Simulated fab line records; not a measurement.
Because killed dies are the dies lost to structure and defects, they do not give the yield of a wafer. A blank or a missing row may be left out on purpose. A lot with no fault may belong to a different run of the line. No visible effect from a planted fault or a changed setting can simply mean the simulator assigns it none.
Chamber matching | flow n5-finfet | 4 sister chambers for N5_BEOL_M13_VIA_ETCH_16 on rie-diel-02
The step etches SiOC in C4F8/O2/Ar, target depth 921.7 nm. 7 wafers are shown with their chamber, then 7 later ones without.

EACH WAFER AND ITS CHAMBER
wafer  | chamber | showerhead-plenum-p-Torr (Torr) | throttle-valve-pct (%)
L082.1 | 0       | 3.51                            | 24.00
L082.6 | 2       | 3.41                            | 24.34
L088.1 | 1       | 3.28                            | 24.56
L088.2 | 0       | 3.50                            | 24.03
L088.5 | 1       | 3.28                            | 24.55
L089.1 | 3       | 3.43                            | 24.09
L089.4 | 2       | 3.41                            | 24.34

WAFERS WITH NO CHAMBER GIVEN
wafer  | showerhead-plenum-p-Torr (Torr) | throttle-valve-pct (%)
L089.6 | 3.27                            | 24.58
L090.1 | 3.41                            | 24.35
L090.2 | 3.27                            | 24.58
L090.3 | 3.43                            | 24.11
L097.1 | 3.27                            | 24.59
L097.3 | 3.49                            | 24.06
L097.5 | 3.43                            | 24.14

EACH ONE'S CHAMBER
wafer  | from the rows above | in truth
L089.6 | 1                   | 1
L090.1 | 2                   | 2
L090.2 | 1                   | 1
L090.3 | 3                   | 3
L097.1 | 1                   | 1
L097.3 | 0                   | 0
L097.5 | 3                   | 3
Correct placement for 7 of the 7. Left unplaced by these rows: 0. Wrongly placed: 0.
How it was worked out, from the rows above alone: a wafer's distance from a chamber is the root of the sum, over the readings, of the square of ((its reading less the chamber's mean) divided by the reading's scatter). If the next closest chamber is less than 2 further off than the closest, the wafer can't be placed; otherwise it belongs to the closest. The mean given for a chamber averages the wafers shown for that chamber. The scatter: take each reading less its chamber's mean, square it, sum over the shown wafers, divide by the number of wafers less the number of chambers, and take the root.
